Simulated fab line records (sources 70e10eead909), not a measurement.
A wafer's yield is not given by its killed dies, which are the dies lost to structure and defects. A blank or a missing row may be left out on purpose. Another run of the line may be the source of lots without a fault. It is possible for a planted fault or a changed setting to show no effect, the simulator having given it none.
8D (eight disciplines) problem report, filled in by code + flow nand harc + the parts of the form that need people (team, actions taken, sign-off) are left out

== 1. PROBLEM STATEMENT ==
Mean of thk nm at NHARC_A_ONON_D1_THK_MEAS_02: 912 nm across 6 wafers in 2 lots; on wafers with no fault it is 1001 nm (standard deviation 9.7). That is -9.1 standard deviations from the usual mean.
The step: measures by ellipsometry.
First observed at day 9 18:51: wafer L819.1, on film metro-01. Wafers with a number at this step in the record: 36, from 12 lots. Rule for "out", or "out of limits": more than 4 standard deviations from the usual mean. Any other wafer with a number is counted as sound.

== 2. WHAT IT IS AND WHAT IT IS NOT ==
| question                    | is                     | is not                                                                                             |
|-----------------------------|------------------------|----------------------------------------------------------------------------------------------------|
| which readings at this step | thk nm                 | -                                                                                                  |
| which lots                  | L819, L821             | L810, L811, L812, L813, L827, L828, L829, L831, L832, L833                                         |
| which wafers of those lots  | all that have a number | -                                                                                                  |
| read on which gauges        | film metro-01          | film metro-02                                                                                      |
| when                        | from day 9 18:51       | up to then (12 sound wafers); but 18 sound wafers of L827, L828, L829, L831, L832, L833 came after |

== 3. THE SUSPECTS, EACH WITH WHAT RULES IT OUT ==
Counting: a tool at any process step up to the reading remains a suspect when it ran all the lots that are out and ran no sound lot after the first of those.
- the gauge at NHARC_A_ONON_D1_THK_MEAS_02: kept. All the wafers that are out were read on film metro-01, and no step on other tools shows them out.
- pecvd onon-02 at NHARC_A_ONON_D1_DEP_00 (target thk 1000 nm): kept. It ran every lot that is out, first L819 (day 9 18:20), and no sound lot after that.
Left after counting: pecvd onon-02 at NHARC_A_ONON_D1_DEP_00, film metro-01 at NHARC_A_ONON_D1_THK_MEAS_02.

== 4. THE CAUSE (what the simulator had put in) ==
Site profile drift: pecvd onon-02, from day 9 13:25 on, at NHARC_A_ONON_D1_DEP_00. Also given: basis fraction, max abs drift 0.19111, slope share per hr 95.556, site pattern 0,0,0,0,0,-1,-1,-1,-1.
Counting left 2 suspects, and this tool is among them.

== 5. THE CHAIN OF EFFECTS, in route order ==
Each row: a reading where the mean over the struck wafers with a number is more than 3 standard deviations away from the usual. Only readings for which the record gives a usual standard deviation are gone through. hours: the time from each lot's start at the first step in this table that gives one to its start at this step, as a median over the lots. sigmas: the change in usual standard deviations.
| hours | step                        | reading | usual   | on struck wafers | change | sigmas |
|-------|-----------------------------|---------|---------|------------------|--------|--------|
| 0     | NHARC_A_ONON_D1_THK_MEAS_02 | thk nm  | 1001 nm | 912              | -89    | -9.1   |
Later measuring or inspecting steps at which every struck wafer that the step has a row for has a number for every such reading, and none has moved that far: NHARC_A_ONON_D1_THK_MEAS_11.

== 6. WHAT WOULD HAVE CAUGHT IT SOONER ==
5 hours passed between the start of the fault at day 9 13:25 and the first reading out of limits at a measuring or inspecting step in this record, taken at day 9 18:51.
An alarm limit of 4 standard deviations would not have fired on the tool readings at NHARC_A_ONON_D1_DEP_00 for which the record gives a usual standard deviation, since none of them was out on any struck wafer.
L821, from the lots that are out (2), started NHARC_A_ONON_D1_DEP_00 on pecvd onon-02 later than day 9 18:51. Putting the tool on hold at that point would have spared it.
